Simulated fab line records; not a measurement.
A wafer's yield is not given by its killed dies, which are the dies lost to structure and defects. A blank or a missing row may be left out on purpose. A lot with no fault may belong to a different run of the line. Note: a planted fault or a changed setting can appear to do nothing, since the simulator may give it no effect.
Which tool was responsible? + flow nand-harc + 39 wafers from 13 lots sampled at 6 of the route's 1302 steps

WHAT THE GAUGES SHOWED, per wafer
NHARC_A_ONON_D2_THK_MEAS_24: measures by ellipsometry. Usual: thk-nm reads 999 nm (standard deviation 8.5).
| lot  | measured     | on            | thk-nm (nm)    | flag |
|------|--------------|---------------|----------------|------|
| L766 | day 13 14:21 | film-metro-01 | 1013 1012 1011 |      |
| L765 | day 13 14:20 | film-metro-02 | 996 997 998    |      |
| L767 | day 13 21:46 | film-metro-02 | 980 980 979    |      |
| L768 | day 14 13:25 | film-metro-02 | 996 996 996    |      |
| L770 | day 15 09:39 | film-metro-01 | 996 995 994    |      |
| L771 | day 15 16:13 | film-metro-01 | 997 995 995    |      |
| L776 | day 17 20:49 | film-metro-02 | 1001 1002 1003 |      |
| L777 | day 17 20:49 | film-metro-01 | 371 371 372    | OFF  |
| L778 | day 18 23:59 | film-metro-02 | 366 366 367    | OFF  |
| L784 | day 20 23:01 | film-metro-02 | 1002 1003 1004 |      |
| L785 | day 21 12:38 | film-metro-01 | 982 980 981    |      |
| L786 | day 21 19:35 | film-metro-01 | 991 992 994    |      |
| L787 | day 22 05:59 | film-metro-02 | 1004 1003 1007 |      |

NHARC_END_SORT_01. Usual: killed-at-array 56, standard deviation 19; killed-at-other 0.6, standard deviation 1; killed-at-periphery 3.9, standard deviation 2.7; killed-dies 61, standard deviation 19; killed-open 3.3, standard deviation 1.9; killed-short 2.4, standard deviation 1.7.
| lot  | measured     | on        | killed-at-array | killed-at-other | killed-at-periphery | killed-dies | killed-open | killed-short | flag |
|------|--------------|-----------|-----------------|-----------------|---------------------|-------------|-------------|--------------|------|
| L771 | day 27 14:01 | prober-01 | 45 47 45        | 0 0 1           | 2 4 4               | 47 51 50    | 2 2 1       | 2 2 4        |      |
| L776 | day 29 20:11 | prober-01 | 57 61 59        | 2 0 2           | 4 5 3               | 63 66 64    | 5 3 3       | 3 1 1        |      |
| L777 | day 29 11:12 | prober-02 | 671 677 671     | 0 0 0           | 6 0 6               | 677 677 677 | 3 4 4       | 1 3 3        | OFF  |
| L778 | day 31 05:47 | prober-01 | 672 674 675     | 2 1 1           | 3 2 1               | 677 677 677 | 1 3 5       | 1 1 1        | OFF  |

WHICH TOOL RAN EACH LOT (tool, then ch and the chambers of the sampled wafers, then the start)
| lot  | NHARC_A_DECK1_JOINT_ETCHBACK_00  | NHARC_A_DECK1_JOINT_CMP_02    | NHARC_A_ONON_D2_DEP_22           | NHARC_A_ONON_D2_DEP_33          |
|------|----------------------------------|-------------------------------|----------------------------------|---------------------------------|
| L766 | rie-si-06 ch 2,3, day 11 21:15   | cmp-03 ch 0,2,3, day 13 01:38 | pecvd-onon-01 ch 0, day 13 13:50 | pecvd-04 ch 0,1,2, day 13 15:37 |
| L765 | rie-si-01 ch 0,1,2, day 11 21:17 | cmp-04 ch 0,1, day 13 01:38   | pecvd-onon-04 ch 0, day 13 13:50 | pecvd-02 ch 0,1, day 13 15:35   |
| L767 | rie-si-01 ch 0,3, day 12 12:19   | cmp-04 ch 0,2,3, day 13 09:21 | pecvd-onon-03 ch 0, day 13 21:19 | pecvd-01 ch 0,1, day 13 22:58   |
| L768 | rie-si-06 ch 0,2,3, day 12 23:16 | cmp-02 ch 1,2, day 13 23:34   | pecvd-onon-04 ch 0, day 14 12:55 | pecvd-01 ch 0,1,2, day 14 14:37 |
| L770 | rie-si-01 ch 0,1,2, day 13 20:32 | cmp-03 ch 0,1, day 14 21:14   | pecvd-onon-04 ch 0, day 15 09:08 | pecvd-01 ch 0,1,2, day 15 10:51 |
| L771 | rie-si-06 ch 1,3, day 14 04:55   | cmp-02 ch 0,2,3, day 15 02:44 | pecvd-onon-04 ch 0, day 15 15:43 | pecvd-01 ch 0,1,2, day 15 17:31 |
| L776 | rie-si-01 ch 1,2,3, day 16 08:22 | cmp-04 ch 1,2,3, day 17 08:43 | pecvd-onon-03 ch 0, day 17 20:19 | pecvd-01 ch 0,1,2, day 17 22:03 |
| L777 | rie-si-06 ch 0,2,3, day 16 08:23 | cmp-02 ch 0,1,2, day 17 08:43 | pecvd-onon-04 ch 0, day 17 20:19 | pecvd-02 ch 0,1,2, day 17 22:07 |
| L778 | rie-si-06 ch 2,3, day 17 11:19   | cmp-02 ch 1,2, day 18 11:37   | pecvd-onon-04 ch 0, day 18 23:32 | pecvd-01 ch 0,1,2, day 19 01:31 |
| L784 | rie-si-06 ch 0,2,3, day 19 14:43 | cmp-04 ch 0,2,3, day 20 10:29 | pecvd-onon-01 ch 0, day 20 22:31 | pecvd-01 ch 0,1,2, day 21 00:12 |
| L785 | rie-si-06 ch 1,3, day 20 02:11   | cmp-03 ch 0,3, day 21 00:35   | pecvd-onon-03 ch 0, day 21 12:08 | pecvd-04 ch 0,1,2, day 21 13:52 |
| L786 | rie-si-06 ch 0,2,3, day 20 10:40 | cmp-02 ch 0,2,3, day 21 06:26 | pecvd-onon-01 ch 0, day 21 19:05 | pecvd-02 ch 0,1,2, day 21 20:46 |
| L787 | rie-si-05 ch 0,2, day 20 18:47   | cmp-04 ch 1,3, day 21 17:35   | pecvd-onon-04 ch 0, day 22 05:28 | pecvd-01 ch 0,1, day 22 07:10   |
- NHARC_A_DECK1_JOINT_ETCHBACK_00: etches the open film in HBr, target depth 30 nm, time 17.4 s.
- NHARC_A_DECK1_JOINT_CMP_02: polishes SiOx.
- NHARC_A_ONON_D2_DEP_22: target thk 1000 nm.
- NHARC_A_ONON_D2_DEP_33: deposits SiO2, target thk 200 nm.

WHAT THE TOOLS THEMSELVES READ (means of the sampled wafers that have a number; where no wafer has one, the mark that the record gives instead)
NHARC_A_DECK1_JOINT_ETCHBACK_00. Usual: drypump-motor-current-A 5.5 A, standard deviation 0.57; he-backside-leak-sccm 2.77 sccm, standard deviation 0.24; oes-product-au 1.007 a.u., standard deviation 0.01; throttle-valve-pct 23.266 %, standard deviation 0.0099.
| lot  | tool      | drypump-motor-current-A (A) | he-backside-leak-sccm (sccm) | oes-product-au (a.u.) | throttle-valve-pct (%) | flag |
|------|-----------|-----------------------------|------------------------------|-----------------------|------------------------|------|
| L766 | rie-si-06 | 4.9                         | 2.80                         | 0.990                 | 23.270                 |      |
| L765 | rie-si-01 | 5.7                         | 2.87                         | 1.001                 | 23.265                 |      |
| L767 | rie-si-01 | 5.3                         | 2.78                         | 1.003                 | 23.266                 |      |
| L768 | rie-si-06 | 5.2                         | 2.70                         | 1.002                 | 23.263                 |      |
| L770 | rie-si-01 | 5.7                         | 2.87                         | 1.003                 | 23.267                 |      |
| L771 | rie-si-06 | 5.9                         | 2.87                         | 1.004                 | 23.268                 |      |
| L776 | rie-si-01 | 5.4                         | 2.91                         | 1.000                 | 23.262                 |      |
| L777 | rie-si-06 | 5.2                         | 2.69                         | 1.006                 | 23.269                 |      |
| L778 | rie-si-06 | 5.0                         | 2.79                         | 1.011                 | 23.260                 |      |
| L784 | rie-si-06 | 5.3                         | 2.69                         | 1.004                 | 23.260                 |      |
| L785 | rie-si-06 | 5.3                         | 2.91                         | 1.006                 | 23.269                 |      |
| L786 | rie-si-06 | 5.3                         | 2.71                         | 1.004                 | 23.263                 |      |
| L787 | rie-si-05 | 5.4                         | 2.58                         | 1.003                 | 23.282                 |      |

NHARC_A_DECK1_JOINT_CMP_02. Usual: motor-current-A reads 11.9 A (standard deviation 1.1).
| lot  | tool   | motor-current-A (A) | flag |
|------|--------|---------------------|------|
| L766 | cmp-03 | 12.0                |      |
| L765 | cmp-04 | 11.9                |      |
| L767 | cmp-04 | 12.7                |      |
| L768 | cmp-02 | 12.5                |      |
| L770 | cmp-03 | 11.4                |      |
| L771 | cmp-02 | 11.4                |      |
| L776 | cmp-04 | 12.8                |      |
| L777 | cmp-02 | 12.2                |      |
| L778 | cmp-02 | 12.0                |      |
| L784 | cmp-04 | 12.5                |      |
| L785 | cmp-03 | 11.4                |      |
| L786 | cmp-02 | 11.3                |      |
| L787 | cmp-04 | 11.6                |      |

NHARC_A_ONON_D2_DEP_33. Usual: heater-power-w 577 W, standard deviation 91; throttle-valve-pct 16.2 %, standard deviation 0.61.
| lot  | tool     | heater-power-w (W) | throttle-valve-pct (%) | flag |
|------|----------|--------------------|------------------------|------|
| L766 | pecvd-04 | 599                | 16.4                   |      |
| L765 | pecvd-02 | 555                | 15.6                   |      |
| L767 | pecvd-01 | 521                | 15.9                   |      |
| L768 | pecvd-01 | 564                | 16.1                   |      |
| L770 | pecvd-01 | 563                | 16.1                   |      |
| L771 | pecvd-01 | 575                | 16.0                   |      |
| L776 | pecvd-01 | 572                | 16.5                   |      |
| L777 | pecvd-02 | 612                | 16.1                   |      |
| L778 | pecvd-01 | 596                | 16.3                   |      |
| L784 | pecvd-01 | 593                | 16.4                   |      |
| L785 | pecvd-04 | 678                | 16.2                   |      |
| L786 | pecvd-02 | 608                | 16.1                   |      |
| L787 | pecvd-01 | 524                | 15.9                   |      |

THE ANSWER, worked out from the rows above alone
Rule: a lot is off if the mean of its wafers that have a number lies more than 3 standard deviations from the usual mean. Also off: a lot with no number at a reading for which 4 or more lots have one. Where the step has rows for the other lots, those lots are counted as sound. After the gauges, taken in route order, come the tools' own readings; for these a lot's mean is taken, as printed above. The first step at which some lot is off is used, and at that step the reading that is off furthest; a lot without a number counts as furthest.
Off: L777, L778 (NHARC_A_ONON_D2_THK_MEAS_24, thk-nm).
If a tool, at a process step before that reading, ran all the lots that are off and no sound lot after the first of them, it fits. Not tried: the gauges at NHARC_A_ONON_D2_THK_MEAS_24; whatever is off there is also off at NHARC_END_SORT_01, on other tools, and gauge error can't account for it. None of those tried fits.

WHAT HAD BEEN PUT IN BY THE SIMULATOR
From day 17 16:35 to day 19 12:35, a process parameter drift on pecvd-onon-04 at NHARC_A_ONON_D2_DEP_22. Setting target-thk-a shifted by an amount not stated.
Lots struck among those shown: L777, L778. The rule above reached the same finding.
